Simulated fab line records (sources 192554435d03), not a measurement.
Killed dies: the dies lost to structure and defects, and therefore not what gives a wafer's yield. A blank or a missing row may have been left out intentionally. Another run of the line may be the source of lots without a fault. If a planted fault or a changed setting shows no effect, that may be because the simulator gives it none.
fab line records + flow n5Finfet
record
- lots=6
- wafers=17
- lastDay=16
route steps=1938 shown BEOL_M15@1821 PASS1_DEP@1831 MIM_BOT@1832 MIM_TOP@1834
lots with no fault: from the same line, run without faults
startH: the number of hours between the record's first day and the start of the first shown wafer of the lot + waitH: hours elapsed since this lot's preceding step + " repeats the value in the row above + L1.1+2: one row covering several wafers at once + - value missing, or start not given + * or withheld: withheld + < > ~ a bound
route shown NAME@n: a module of which the file shows steps, and the number in the route of the first + usual: mean/standard deviation taken from wafers without a fault + same: alike in all rows + chamber/n: place in a boat + sites: readings site by site + _std_site: the values' standard deviation + _edge_site: mean of outer sites minus mean of inner sites + radiusMm: for every site, how far away it sits from the centre of the wafer + mask NAME#n: copy n + behind: tool/chamber where the wafer was last shaped + hold: what put the lot on hold/how long, in hours/how the hold closed + device: transistor that didn't switch, given as n, p or np + end of line: the same wafers' tests at the end of the route + where a step has no rows: the recipe by itself + killed: not the wafer's yield, but the dies lost to structure and defects at the first sort + map: dies across one wafer; x = killed, . = not, _ = none there
set.NAME: the setting that was run; set.NAME@STEP: the one run at that earlier step + model.NAME: the simulator's own value behind a step, which no gauge read
lots seen at some steps along the route; tables by step, rows by wafer
services: from which hour (startH, from the record's first day; less than 0 if before it) a tool's chamber was out of use, for how many hours, and why
## steps
# step N5_BEOL_M15_SPUTTER_45
# recipe
- material=Cu
- targetThkA=1000
- tempC=-20
- biasV=60
- powerW=26000
- chamberPressurePa=0.13
- timeS=16.67
# step N5_BEOL_M15_ECD_47
# recipe
- material=Cu
- targetThkA=18600
# step N5_BEOL_M15_ANNEAL_48
# recipe
- tempC=225
- timeS=90
- ambient=N2
# step N5_BEOL_M15_CMP_49
# recipe
- stopOn=SiO2
- tOverpolishS=4.9
- downForcePsi=2
- platenRpm=80
- clearingPlatenDownForcePsi=2
- clearingPlatenRpm=80
- postCmpClean=cuAlkaline
- targetThkNm=850
- clearingPlatenPadVelocityMS=1.5917
- padVelocityMS=1.5917
# usual
- barrierFieldEndpointS=11.38/0.26
- clearingPlatenDownForcePsi=2.000/0.0043
- motorCurrentA=8.2/0.8
- overpolishRunS=4.900/0.01
| lot.wafer | tool   | chamber | startH | waitH | barrierFieldEndpointS | clearingPlatenDownForcePsi | motorCurrentA | overpolishRunS |
|-----------|--------|---------|--------|-------|-----------------------|----------------------------|---------------|----------------|
| L626.2    | cmp-03 | 0       | 263.29 | 0.2   | 11.65                 | 1.997                      | 7.8           | 4.896          |
| L626.1    | "      | 1       | "      | "     | 11.16                 | 2.002                      | 7.2           | 4.904          |
| L626.4    | "      | 3       | "      | "     | 11.44                 | 1.998                      | 9.1           | 4.900          |
| L627.1    | cmp-03 | 1       | 301.28 | 0.3   | 10.91                 | 2.003                      | 7.2           | 4.912          |
| L627.3    | "      | 2       | "      | "     | 11.05                 | 2.000                      | 8.4           | 4.909          |
| L627.6    | "      | 0       | "      | "     | 11.04                 | 2.000                      | 7.8           | 4.901          |
| L632.1    | cmp-02 | 0       | 316.73 | 0.5   | 10.90                 | 1.999                      | 8.3           | 4.920          |
| L632.4    | "      | 1       | "      | "     | 11.23                 | 2.005                      | 9.5           | 4.882          |
| L632.5    | "      | 3       | "      | "     | 11.00                 | 2.004                      | 7.4           | 4.894          |
| L629.2    | cmp-01 | 2       | 317.45 | 0.7   | 12.25                 | 1.998                      | 8.9           | 4.896          |
| L629.5    | "      | 1       | "      | "     | 12.03                 | 1.996                      | 8.7           | 4.900          |
| L636.4    | cmp-03 | 1       | 348.88 | 0.1   | 11.44                 | 1.996                      | 7.1           | 4.888          |
| L636.1    | "      | 3       | "      | "     | 11.49                 | 2.007                      | 9.3           | 4.895          |
| L636.6    | "      | 1       | "      | "     | 11.50                 | 2.003                      | 7.3           | 4.904          |
| L639.3    | cmp-03 | 1       | 366.30 | 0.2   | 11.59                 | 2.003                      | 6.8           | 4.898          |
| L639.1    | "      | 0       | "      | "     | 11.31                 | 1.998                      | 7.4           | 4.895          |
| L639.6    | "      | 2       | "      | "     | 11.12                 | 1.993                      | 8.4           | 4.899          |
# step N5_BEOL_M15_THK_MEAS_50
# recipe
- thkMeasGauge=xrf
- reads=Cu_of_BEOL_M15_ECD_47
# usual
- M15_THK=857/15
| lot.wafer | tool         | chamber | startH | waitH | M15_THK[nm] |
|-----------|--------------|---------|--------|-------|-------------|
| L626.1    | filmMetro-01 | -       | 263.58 | -     | 841         |
| L626.2    | "            | -       | "      | "     | 862         |
| L626.4    | "            | -       | "      | "     | 847         |
| L627.1    | filmMetro-02 | -       | 301.50 | -     | 857         |
| L627.3    | "            | -       | "      | "     | 840         |
| L627.6    | "            | -       | "      | "     | 841         |
| L632.1    | filmMetro-01 | -       | 316.98 | -     | 849         |
| L632.4    | "            | -       | "      | "     | 890         |
| L632.5    | "            | -       | "      | "     | 851         |
| L629.2    | filmMetro-02 | -       | 317.71 | -     | 833         |
| L629.5    | "            | -       | "      | "     | 855         |
| L636.1    | filmMetro-01 | -       | 349.17 | -     | 851         |
| L636.4    | "            | -       | "      | "     | 830         |
| L636.6    | "            | -       | "      | "     | 852         |
| L639.1    | filmMetro-01 | -       | 366.60 | -     | 849         |
| L639.3    | "            | -       | "      | "     | 849         |
| L639.6    | "            | -       | "      | "     | 856         |
# step N5_BEOL_M15_PRE_CLEAN_52
# recipe
- gas=NH3
- timeS=15
- tempC=withheld
- rfPowerW=300
# step N5_BEOL_M15_DEP_53
# recipe
- material=SiCN
- targetThkA=500
- tempC=withheld
- precursor=3MS/NH3
- pressureTorr=3
- rfW=675
- timeS=17.8
# usual
- showerheadPlenumPTorr=4.159/0.02
- throttleValvePct=18.5/0.85
| lot.wafer | tool     | chamber | startH | waitH | showerheadPlenumPTorr | throttleValvePct |
|-----------|----------|---------|--------|-------|-----------------------|------------------|
| L626.1    | pecvd-01 | 1       | 263.64 | 0.0   | 4.141                 | 19.3             |
| L626.2    | "        | 0       | "      | "     | 4.153                 | 19.9             |
| L626.4    | "        | 0       | "      | "     | 4.150                 | 19.9             |
| L627.1    | pecvd-01 | 1       | 301.56 | 0.0   | 4.155                 | 18.9             |
| L627.3    | "        | 0       | "      | "     | 4.146                 | 20.2             |
| L627.6    | "        | 0       | "      | "     | 4.147                 | 19.9             |
| L632.1    | pecvd-04 | 2       | 317.05 | 0.0   | 4.184                 | 17.5             |
| L632.4    | "        | 0       | "      | "     | 4.162                 | 18.8             |
| L632.5    | "        | 2       | "      | "     | 4.170                 | 17.0             |
| L629.2    | pecvd-03 | 1       | 317.77 | 0.0   | 4.191                 | 17.9             |
| L629.5    | "        | 1       | "      | "     | 4.201                 | 17.7             |
| L636.1    | pecvd-04 | 1       | 349.23 | 0.0   | 4.138                 | 18.8             |
| L636.4    | "        | 0       | "      | "     | 4.171                 | 19.0             |
| L636.6    | "        | 2       | "      | "     | 4.166                 | 17.4             |
| L639.1    | pecvd-01 | 1       | 366.66 | 0.0   | 4.144                 | 19.1             |
| L639.3    | "        | 0       | "      | "     | 4.143                 | 20.6             |
| L639.6    | "        | 0       | "      | "     | 4.144                 | 20.4             |
# step N5_BEOL_M15_RS_MEAS_54
# recipe
- thkMeasGauge=four-point-probe
- reads=Cu_of_BEOL_M15_ECD_47+Ta_of_BEOL_M15_SPUTTER_44+TaN_of_BEOL_M15_SPUTTER_43
# usual
- M15_RS=0.0214/0.00034
| lot.wafer | tool         | chamber | startH | waitH | M15_RS[ohm/sq] |
|-----------|--------------|---------|--------|-------|----------------|
| L626.1    | filmMetro-01 | -       | 263.71 | 0.0   | 0.0219         |
| L626.2    | "            | -       | "      | "     | 0.0213         |
| L626.4    | "            | -       | "      | "     | 0.0217         |
| L627.1    | filmMetro-01 | -       | 301.62 | 0.0   | 0.0216         |
| L627.3    | "            | -       | "      | "     | 0.0219         |
| L627.6    | "            | -       | "      | "     | 0.0219         |
| L632.1    | filmMetro-02 | -       | 317.11 | 0.0   | 0.0216         |
| L632.4    | "            | -       | "      | "     | 0.0207         |
| L632.5    | "            | -       | "      | "     | 0.0216         |
| L629.2    | filmMetro-02 | -       | 317.84 | 0.1   | 0.0220         |
| L629.5    | "            | -       | "      | "     | 0.0215         |
| L636.1    | filmMetro-02 | -       | 349.30 | 0.0   | 0.0215         |
| L636.4    | "            | -       | "      | "     | 0.0220         |
| L636.6    | "            | -       | "      | "     | 0.0215         |
| L639.1    | filmMetro-01 | -       | 366.73 | 0.0   | 0.0218         |
| L639.3    | "            | -       | "      | "     | 0.0218         |
| L639.6    | "            | -       | "      | "     | 0.0216         |
# step N5_BEOL_M15_INSPECT_55
# recipe
- inspectInstrument=darkfield
- mode=postDep
# usual
- rawDefectCount=78/24
| lot.wafer | tool             | chamber | startH | waitH | rawDefectCount |
|-----------|------------------|---------|--------|-------|----------------|
| L626.1    | defectInspect-02 | -       | 263.74 | 0.0   | 88             |
| L626.2    | "                | -       | "      | "     | 96             |
| L626.4    | "                | -       | "      | "     | 57             |
| L627.1    | defectInspect-01 | -       | 301.65 | 0.0   | 98             |
| L627.3    | "                | -       | "      | "     | 98             |
| L627.6    | "                | -       | "      | "     | 86             |
| L632.1    | defectInspect-02 | -       | 317.14 | 0.0   | 80             |
| L632.4    | "                | -       | "      | "     | 59             |
| L632.5    | "                | -       | "      | "     | 87             |
| L629.2    | defectInspect-01 | -       | 317.86 | 0.0   | 139            |
| L629.5    | "                | -       | "      | "     | 107            |
| L636.1    | defectInspect-02 | -       | 349.32 | 0.0   | 83             |
| L636.4    | "                | -       | "      | "     | 120            |
| L636.6    | "                | -       | "      | "     | 81             |
| L639.1    | defectInspect-02 | -       | 366.75 | 0.0   | 65             |
| L639.3    | "                | -       | "      | "     | 60             |
| L639.6    | "                | -       | "      | "     | 110            |
# step N5_BEOL_M15_RC_MEAS_101
# usual
- COMB_M10=1.46e-11/2.9e-12
- COMB_M11=1.52e-11/3e-12
- COMB_M12=7.1e-12/1.2e-12
- COMB_M13=5.5e-12/1.1e-12
- COMB_M14=4.4e-12/7.3e-13
- COMB_M15=3.2e-12/6e-13
- COMB_M15_max_site=4.4e-12/8.6e-13
- COMB_M5=3.7e-11/7.8e-12
- COMB_M6=2.8e-11/5.6e-12
- COMB_M7=2.6e-11/5.5e-12
- COMB_M8=2.7e-11/5.5e-12
- COMB_M8_max_site=3.8e-11/9.1e-12
- COMB_M9=1.55e-11/3e-12
- SERP_M10=3.09/0.066
- SERP_M11=3.05/0.068
- SERP_M12=0.641/0.017
- SERP_M13=0.306/0.0052
- SERP_M14=0.1613/0.003
- SERP_M5=38.7/1.3
- SERP_M6=13.8/0.43
- SERP_M7=13.7/0.44
- SERP_M7_max_site=14.2/0.45
- SERP_M8=14.0/0.43
- SERP_M9=3.07/0.067
| lot.wafer | tool      | chamber | startH | waitH | COMB_M10[S/m] | COMB_M11[S/m] | COMB_M12[S/m] | COMB_M13[S/m] | COMB_M14[S/m] | COMB_M15[S/m] | COMB_M15_max_site[S/m] | COMB_M5[S/m] | COMB_M6[S/m] | COMB_M7[S/m] | COMB_M8[S/m] | COMB_M8_max_site[S/m] | COMB_M9[S/m] | SERP_M10[ohm/um] | SERP_M11[ohm/um] | SERP_M12[ohm/um] | SERP_M13[ohm/um] | SERP_M14[ohm/um] | SERP_M5[ohm/um] | SERP_M6[ohm/um] | SERP_M7[ohm/um] | SERP_M7_max_site[ohm/um] | SERP_M8[ohm/um] | SERP_M9[ohm/um] |
|-----------|-----------|---------|--------|-------|---------------|---------------|---------------|---------------|---------------|---------------|------------------------|--------------|--------------|--------------|--------------|-----------------------|--------------|------------------|------------------|------------------|------------------|------------------|-----------------|-----------------|-----------------|--------------------------|-----------------|-----------------|
| L626.1    | prober-02 | 0       | 263.76 | 0.0   | 1.04e-11      | 1.27e-11      | 8.6e-12       | 8.6e-12       | 5.3e-12       | 3.3e-12       | 4.8e-12                | 3.2e-11      | 2.5e-11      | 3.1e-11      | 2.2e-11      | 4.8e-11               | 1.78e-11     | 3.00             | 3.00             | 0.646            | 0.299            | 0.1606           | 40.0            | 14.4            | 13.2            | 13.7                     | 13.6            | 3.04            |
| L626.2    | "         | 0       | "      | "     | 1.46e-11      | 1.77e-11      | 5.4e-12       | 5.6e-12       | 4.5e-12       | 2.7e-12       | 3.5e-12                | 3e-11        | 2.1e-11      | 3.6e-11      | 2.2e-11      | 3.6e-11               | 1.44e-11     | 2.97             | 3.10             | 0.642            | 0.305            | 0.1628           | 38.1            | 14.1            | 14.1            | 14.7                     | 14.5            | 3.04            |
| L626.4    | "         | 0       | "      | "     | 1.54e-11      | 1.95e-11      | 6.9e-12       | 4.6e-12       | 3.8e-12       | 3.4e-12       | 4.4e-12                | 3.5e-11      | 2e-11        | 2.3e-11      | 2.3e-11      | 3.2e-11               | 1.72e-11     | 3.08             | 2.91             | 0.647            | 0.296            | 0.1679           | 37.8            | 14.4            | 14.4            | 14.8                     | 13.4            | 3.11            |
| L627.1    | prober-02 | 0       | 301.68 | 0.0   | 1.13e-11      | 1.78e-11      | 9.1e-12       | 4.4e-12       | 4.4e-12       | 4.3e-12       | 5e-12                  | 4.9e-11      | 1.9e-11      | 3.2e-11      | 3.4e-11      | 4.7e-11               | 1.53e-11     | 3.19             | 2.95             | 0.623            | 0.300            | 0.1570           | 37.9            | 13.8            | 14.1            | 14.7                     | 13.8            | 3.01            |
| L627.3    | "         | 0       | "      | "     | 1.03e-11      | 1.32e-11      | 7.5e-12       | 4.5e-12       | 5.2e-12       | 2.8e-12       | 3.7e-12                | 4.9e-11      | 3.7e-11      | 2.2e-11      | 2.8e-11      | 4.2e-11               | 1.81e-11     | 3.18             | 3.07             | 0.609            | 0.305            | 0.1607           | 38.8            | 14.1            | 13.7            | 14.5                     | 13.1            | 3.15            |
| L627.6    | "         | 0       | "      | "     | 1.23e-11      | 1.58e-11      | 8e-12         | 4.2e-12       | 4.7e-12       | 4.2e-12       | 6.1e-12                | 3.8e-11      | 2.5e-11      | 1.8e-11      | 3.2e-11      | 4.3e-11               | 1.83e-11     | 3.22             | 3.01             | 0.627            | 0.303            | 0.1590           | 38.7            | 13.3            | 13.6            | 14.2                     | 14.0            | 3.05            |
| L632.1    | prober-02 | 0       | 317.39 | 0.2   | 1.98e-11      | 1.84e-11      | 9.2e-12       | 7.1e-12       | 3.9e-12       | 4.2e-12       | 5.8e-12                | 3.8e-11      | 3.3e-11      | 2.2e-11      | 3.4e-11      | 4.7e-11               | 1.29e-11     | 3.04             | 3.03             | 0.647            | 0.303            | 0.1620           | 39.5            | 14.1            | 14.2            | 15.2                     | 14.3            | 3.03            |
| L632.4    | "         | 0       | "      | "     | 1.27e-11      | 1.7e-11       | 5e-12         | 5.8e-12       | 3.5e-12       | 3.5e-12       | 5e-12                  | 3.7e-11      | 2.7e-11      | 2.3e-11      | 2.5e-11      | 3.5e-11               | 1.13e-11     | 3.06             | 2.90             | 0.644            | 0.300            | 0.1599           | 37.9            | 13.1            | 13.9            | 14.4                     | 14.1            | 3.08            |
| L632.5    | "         | 0       | "      | "     | 1.31e-11      | 1.8e-11       | 7.5e-12       | 6.4e-12       | 4e-12         | 3.2e-12       | 3.9e-12                | 3.6e-11      | 3.7e-11      | 2e-11        | 3.5e-11      | 3.8e-11               | 1.65e-11     | 3.05             | 3.07             | 0.648            | 0.306            | 0.1607           | 40.2            | 13.6            | 13.5            | 14.1                     | 13.5            | 3.03            |
| L629.2    | prober-01 | 0       | 318.39 | 0.5   | 1.37e-11      | 1.4e-11       | 7.3e-12       | 4.8e-12       | 3.5e-12       | 3e-12         | 4e-12                  | 3.7e-11      | 3.1e-11      | 2.4e-11      | 1.9e-11      | 2.9e-11               | 1.39e-11     | 3.13             | 3.05             | 0.632            | 0.303            | 0.1602           | 38.8            | 13.7            | 14.1            | 14.6                     | 13.8            | 3.09            |
| L629.5    | "         | 0       | "      | "     | 1.28e-11      | 1.42e-11      | 7.8e-12       | 4.3e-12       | 3.9e-12       | 2.5e-12       | 3.7e-12                | 4.1e-11      | 3.2e-11      | 2.7e-11      | 2.2e-11      | 3.4e-11               | 1.64e-11     | 3.15             | 3.15             | 0.635            | 0.301            | 0.1631           | 38.8            | 13.2            | 13.2            | 13.9                     | 14.7            | 3.06            |
| L636.1    | prober-01 | 0       | 349.35 | 0.0   | 1.22e-11      | 2.14e-11      | 7e-12         | 4.8e-12       | 4.4e-12       | 2.6e-12       | 3.1e-12                | 3.3e-11      | 1.6e-11      | 2.3e-11      | 2.2e-11      | 3.4e-11               | 1.84e-11     | 3.13             | 3.01             | 0.623            | 0.311            | 0.1655           | 37.9            | 13.2            | 13.2            | 13.9                     | 14.3            | 3.09            |
| L636.4    | "         | 0       | "      | "     | 1.24e-11      | 1.68e-11      | 6.7e-12       | 5.2e-12       | 5.2e-12       | 2.4e-12       | 3.6e-12                | 5.3e-11      | 2.5e-11      | 2.5e-11      | 2.6e-11      | 5.2e-11               | 1.66e-11     | 3.11             | 3.04             | 0.646            | 0.296            | 0.1625           | 37.2            | 13.5            | 13.9            | 14.3                     | 14.1            | 3.06            |
| L636.6    | "         | 0       | "      | "     | 1.14e-11      | 1.38e-11      | 8.6e-12       | 4.9e-12       | 3.9e-12       | 2.8e-12       | 3.2e-12                | 4.9e-11      | 2.9e-11      | 3e-11        | 3e-11        | 4.3e-11               | 1.37e-11     | 3.20             | 2.90             | 0.634            | 0.313            | 0.1631           | 38.7            | 13.4            | 13.3            | 13.8                     | 13.6            | 3.01            |
| L639.1    | prober-02 | 0       | 366.78 | 0.0   | 1.21e-11      | 1.99e-11      | 7.5e-12       | 6.7e-12       | 3.9e-12       | 4.2e-12       | 5e-12                  | 3.3e-11      | 2.7e-11      | 2.2e-11      | 2.2e-11      | 3.4e-11               | 1.23e-11     | 3.12             | 3.04             | 0.640            | 0.302            | 0.1608           | 40.4            | 14.0            | 13.2            | 13.5                     | 13.8            | 3.02            |
| L639.3    | "         | 0       | "      | "     | 1.9e-11       | 1.41e-11      | 6.7e-12       | 6.2e-12       | 3.8e-12       | 2.9e-12       | 3.4e-12                | 4.3e-11      | 3.8e-11      | 2.9e-11      | 3.1e-11      | 3.8e-11               | 1.45e-11     | 3.07             | 3.13             | 0.632            | 0.302            | 0.1627           | 37.0            | 13.9            | 13.9            | 14.1                     | 13.9            | 3.04            |
| L639.6    | "         | 0       | "      | "     | 1.69e-11      | 1.24e-11      | 8.8e-12       | 5.5e-12       | 3.8e-12       | 3.8e-12       | 5.4e-12                | 4.5e-11      | 1.9e-11      | 1.8e-11      | 1.7e-11      | 2.7e-11               | 1.32e-11     | 3.11             | 3.17             | 0.643            | 0.300            | 0.1629           | 40.5            | 14.7            | 13.5            | 14.2                     | 13.6            | 3.03            |
# step N5_PASSIVATION_PECVD_00
# recipe
- material=SiO2
- targetThkA=2000
- tempC=400
- precursor=SiH4/N2O
- pressureTorr=2.7
- rfW=608
- timeS=11.2
# usual
- heaterPowerW=671/91
- showerheadPlenumPTorr=8.16/0.068
- throttleValvePct=52.2/3
| lot.wafer | tool     | chamber | startH | waitH | heaterPowerW | showerheadPlenumPTorr | throttleValvePct |
|-----------|----------|---------|--------|-------|--------------|-----------------------|------------------|
| L626.1    | pecvd-02 | 1       | 264.73 | 0.8   | 536          | 8.09                  | 49.6             |
| L626.2    | "        | 0       | "      | "     | 783          | 8.19                  | 52.9             |
| L626.4    | "        | 1       | "      | "     | 531          | 8.06                  | 49.6             |
| L627.1    | pecvd-02 | 0       | 302.64 | 0.8   | 663          | 8.21                  | 52.9             |
| L627.3    | "        | 2       | "      | "     | 684          | 8.21                  | 49.1             |
| L627.6    | "        | 2       | "      | "     | 676          | 8.21                  | 48.8             |
| L632.1    | pecvd-02 | 2       | 318.35 | 0.8   | 647          | 8.21                  | 48.9             |
| L632.4    | "        | 2       | "      | "     | 669          | 8.22                  | 49.0             |
| L632.5    | "        | 0       | "      | "     | 782          | 8.21                  | 52.6             |
| L629.2    | pecvd-04 | 0       | 319.20 | 0.7   | 775          | 8.20                  | 54.2             |
| L629.5    | "        | 2       | "      | "     | 777          | 8.24                  | 49.0             |
| L636.1    | pecvd-01 | 0       | 350.32 | 0.8   | 750          | 8.12                  | 58.4             |
| L636.4    | "        | 2       | "      | "     | 679          | 8.19                  | 50.6             |
| L636.6    | "        | 0       | "      | "     | 754          | 8.13                  | 58.5             |
| L639.1    | pecvd-04 | 0       | 367.75 | 0.8   | 783          | 8.18                  | 54.1             |
| L639.3    | "        | 1       | "      | "     | 646          | 8.05                  | 53.0             |
| L639.6    | "        | 0       | "      | "     | 783          | 8.21                  | 54.1             |
# step N5_MIM_BOT_DEGAS_01
# recipe
- ambient=vacuum
- tempC=300
- timeS=60
# usual
- heaterPowerW=456/46
| lot.wafer | tool          | chamber | startH | waitH | heaterPowerW |
|-----------|---------------|---------|--------|-------|--------------|
| L626.1    | pvdSputter-02 | -       | 266.28 | 1.5   | 409          |
| L626.2    | "             | -       | "      | "     | 445          |
| L626.4    | "             | -       | "      | "     | 509          |
| L627.1    | pvdSputter-03 | -       | 304.78 | 2.1   | 474          |
| L627.3    | "             | -       | "      | "     | 472          |
| L627.6    | "             | -       | "      | "     | 498          |
| L632.1    | pvdSputter-03 | -       | 318.82 | 0.4   | 463          |
| L632.4    | "             | -       | "      | "     | 508          |
| L632.5    | "             | -       | "      | "     | 498          |
| L629.2    | pvdSputter-03 | -       | 319.35 | 0.1   | 376          |
| L629.5    | "             | -       | "      | "     | 477          |
| L636.1    | pvdSputter-02 | -       | 351.82 | 1.5   | 420          |
| L636.4    | "             | -       | "      | "     | 520          |
| L636.6    | "             | -       | "      | "     | 443          |
| L639.1    | pvdSputter-02 | -       | 369.16 | 1.4   | 431          |
| L639.3    | "             | -       | "      | "     | 399          |
| L639.6    | "             | -       | "      | "     | 414          |
# step N5_MIM_BOT_SPUTTER_00
# recipe
- material=TiN
- targetThkA=350
- tempC=200
- powerW=3000
- chamberPressurePa=0.49996
- gas=Ar
- reactivePartialPa=0.37997
- timeS=89.7
# usual
- chamberPressurePa=0.5000/0.001
- throttleValvePct=29.8/1
| lot.wafer | tool          | chamber | startH | waitH | chamberPressurePa | throttleValvePct | model.TiN_of_MIM_BOT_SPUTTER_00.thkNm |
|-----------|---------------|---------|--------|-------|-------------------|------------------|---------------------------------------|
| L626.1    | pvdSputter-02 | -       | 266.32 | 0.0   | 0.4993            | 29.8             | 34.6                                  |
| L626.2    | "             | -       | "      | "     | 0.4991            | 27.8             | 34.6                                  |
| L626.4    | "             | -       | "      | "     | 0.5007            | 30.0             | 35.2                                  |
| L627.1    | pvdSputter-03 | -       | 304.82 | 0.0   | 0.5015            | 29.9             | 35.2                                  |
| L627.3    | "             | -       | "      | "     | 0.5003            | 28.9             | 35.2                                  |
| L627.6    | "             | -       | "      | "     | 0.4990            | 31.3             | 35.4                                  |
| L632.1    | pvdSputter-03 | -       | 318.86 | 0.0   | 0.4999            | 28.8             | 29.8                                  |
| L632.4    | "             | -       | "      | "     | 0.5004            | 31.5             | 35                                    |
| L632.5    | "             | -       | "      | "     | 0.5004            | 31.2             | 30                                    |
| L629.2    | pvdSputter-03 | -       | 319.39 | 0.0   | 0.5012            | 30.8             | 34.8                                  |
| L629.5    | "             | -       | "      | "     | 0.5006            | 28.9             | 30                                    |
| L636.1    | pvdSputter-02 | -       | 351.86 | 0.0   | 0.5012            | 30.5             | 35                                    |
| L636.4    | "             | -       | "      | "     | 0.5006            | 29.8             | 35.2                                  |
| L636.6    | "             | -       | "      | "     | 0.5014            | 27.7             | 34.4                                  |
| L639.1    | pvdSputter-02 | -       | 369.20 | 0.0   | 0.4997            | 27.7             | 35.2                                  |
| L639.3    | "             | -       | "      | "     | 0.5007            | 29.8             | 35.2                                  |
| L639.6    | "             | -       | "      | "     | 0.5007            | 29.7             | 35.2                                  |
# step N5_MIM_TOP_ALD_00
# recipe
- material=Al2O3
- targetThkA=*
- tempC=withheld
- aldPrecursorFamily=TMA
- aldCoReactant=O3
- pulseTimeS=withheld
- purgeTimeS=3
- coReactantPurgeTimeS=withheld
- coReactantPulseTimeS=3
- aldCycles=withheld
# usual
- precursorPulseHeightRel=0.992/0.021
| lot.wafer | tool     | chamber | startH | waitH | precursorPulseHeightRel |
|-----------|----------|---------|--------|-------|-------------------------|
| L626.1    | aldHk-02 | 0       | 266.42 | 0.1   | 0.985                   |
| L626.2    | "        | 2       | "      | "     | 1.014                   |
| L626.4    | "        | 3       | "      | "     | 0.992                   |
| L627.1    | aldHk-01 | 2       | 304.92 | 0.1   | 0.956                   |
| L627.3    | "        | 1       | "      | "     | 0.979                   |
| L627.6    | "        | 1       | "      | "     | 0.987                   |
| L632.1    | aldHk-02 | 1       | 318.96 | 0.1   | 0.984                   |
| L632.4    | "        | 3       | "      | "     | 0.986                   |
| L632.5    | "        | 0       | "      | "     | 0.970                   |
| L629.2    | aldHk-03 | 1       | 319.49 | 0.1   | 0.943                   |
| L629.5    | "        | 1       | "      | "     | 1.003                   |
| L636.1    | aldHk-03 | 1       | 351.96 | 0.1   | 1.011                   |
| L636.4    | "        | 0       | "      | "     | 0.980                   |
| L636.6    | "        | 0       | "      | "     | 0.999                   |
| L639.1    | aldHk-03 | 0       | 369.31 | 0.1   | 0.993                   |
| L639.3    | "        | 1       | "      | "     | 0.989                   |
| L639.6    | "        | 3       | "      | "     | 1.002                   |
## services
| tool     | chamber | startH | hours | kind          |
|----------|---------|--------|-------|---------------|
| cmp-03   | -       | 239.57 | 5.5   | pm            |
| pecvd-03 | 2       | 239.61 | 5.5   | scheduledDown |
| pecvd-01 | -       | 240.01 | 0.7   | repair        |
| pecvd-04 | 2       | 241.44 | 2.1   | scheduledDown |
| cmp-01   | -       | 245.32 | 0.2   | repair        |
| cmp-02   | -       | 248.33 | 0.2   | repair        |
| cmp-03   | -       | 250.58 | 1.7   | repair        |
| pecvd-03 | -       | 255.30 | 4.5   | repair        |
| pecvd-02 | -       | 256.26 | 0.7   | repair        |
| pecvd-01 | 1       | 275.40 | 12.4  | repair        |
| cmp-03   | -       | 306.34 | 17.7  | pm            |
| aldHk-02 | -       | 306.76 | 1.1   | repair        |
| pecvd-01 | 0       | 310.41 | 16.1  | repair        |
| cmp-01   | -       | 312.53 | 4.0   | pm            |
| pecvd-04 | 0       | 319.25 | 2.1   | scheduledDown |
| cmp-01   | -       | 323.65 | 2.2   | repair        |
| aldHk-03 | -       | 327.36 | 8.7   | pm            |
| cmp-01   | -       | 331.05 | 0.6   | repair        |
| aldHk-02 | -       | 341.08 | 1.3   | repair        |
| cmp-02   | -       | 342.73 | 5.0   | pm            |
| pecvd-01 | 1       | 347.21 | 5.5   | scheduledDown |
| pecvd-02 | 2       | 350.45 | -     | calibration   |
| cmp-01   | -       | 350.54 | 2.7   | repair        |
| pecvd-03 | -       | 354.52 | 5.5   | pm            |
## key
firstSign none at tools or gauges
modelEffect
- step=N5_MIM_BOT_SPUTTER_00
- value=TiN_of_MIM_BOT_SPUTTER_00.thkNm
- without=34.73
- struck=29.93
metAt N5_MIM_BOT_SPUTTER_00
struckWafers L629.5,L632.1,L632.5
onsetBetween 304.82 318.86
fault
- kind=processParameterDrift
- tool=pvdSputter-03
- chamber=-
- onsetH=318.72
- steps=N5_MIM_BOT_SPUTTER_00
- channel=timeS
- offset=*
- shape=step
- endH=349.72
- scope=struckWafersOnly
- actsIn=*
- stated=*
